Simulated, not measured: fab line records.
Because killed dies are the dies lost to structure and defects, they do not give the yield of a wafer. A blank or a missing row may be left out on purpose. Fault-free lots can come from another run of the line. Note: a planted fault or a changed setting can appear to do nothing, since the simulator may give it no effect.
Chamber matching    flow n5-finfet    ald-metal-01 running N5_BEOL_M4_ALD_84: 4 sister chambers
The step deposits TaN, pulse time 2 s, purge time 3 s, co reactant purge time 2 s. 16 wafers are shown with their chamber, then 8 later ones without.

## EACH WAFER AND ITS CHAMBER
wafer   chamber  heater-power-w (W)  precursor-vessel-carrier-sccm (sccm)  precursor-vessel-pressure-torr (Torr)
L076.2  1        439                 1001.6                                26.27
L076.3  3        453                 1002.4                                26.26
L076.4  2        511                 1000.7                                26.23
L077.1  2        524                 1000.5                                26.19
L077.3  3        455                 996.0                                 26.22
L077.4  0        438                 998.8                                 26.25
L078.1  2        535                 999.8                                 26.19
L078.2  0        439                 998.0                                 26.34
L078.5  2        528                 1004.3                                26.42
L084.1  3        450                 996.1                                 26.29
L084.3  1        444                 1001.3                                26.17
L084.6  2        516                 1000.1                                26.26
L088.2  1        445                 996.5                                 26.23
L088.4  0        443                 1001.0                                26.24
L088.5  3        456                 1005.3                                26.18
L087.1  2        528                 1004.4                                26.16

SIGNATURES (means of the wafers above)
reading                         chamber 0  chamber 1  chamber 2  chamber 3  scatter within a chamber
heater-power-w                  440.00     442.67     523.67     453.50     6.06
precursor-vessel-carrier-sccm   999.267    999.800    1001.633   999.950    3.01
precursor-vessel-pressure-torr  26.2767    26.2233    26.2417    26.2375    0.072
Rule: distance of a wafer from a chamber = root of the sum over the readings of ((wafer's reading minus chamber's mean) / reading's scatter) squared. If the next closest chamber is less than 2 further off than the closest, the wafer can't be placed; otherwise it belongs to the closest. The scatter: the root of (the sum of the squares of (reading less its chamber's mean) over the shown wafers, divided by (wafers less chambers)).

## WAFERS WITH NO CHAMBER GIVEN
wafer   heater-power-w (W)  precursor-vessel-carrier-sccm (sccm)  precursor-vessel-pressure-torr (Torr)
L087.2  452                 1005.0                                26.23
L087.5  443                 1002.3                                26.24
L093.3  526                 997.2                                 26.34
L093.5  423                 998.8                                 26.37
L093.6  458                 1004.6                                26.29
L097.1  439                 999.6                                 26.26
L097.4  521                 997.0                                 26.16
L097.6  510                 1000.4                                26.24

## THE CHAMBER EACH PASSED THROUGH
wafer   from the rows above           in truth
L087.2  can't be placed: 3 or 1 or 0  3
L087.5  can't be placed: 1 or 0 or 3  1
L093.3  2                             2
L093.5  can't be placed: 0 or 1       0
L093.6  can't be placed: 3 or 1 or 0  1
L097.1  can't be placed: 0 or 1       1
L097.4  2                             2
L097.6  2                             2
Correctly placed: 3 of 8. Cannot be placed on the basis of these rows: 5; the candidates contain the true chamber in 5. Wrongly placed: 0.
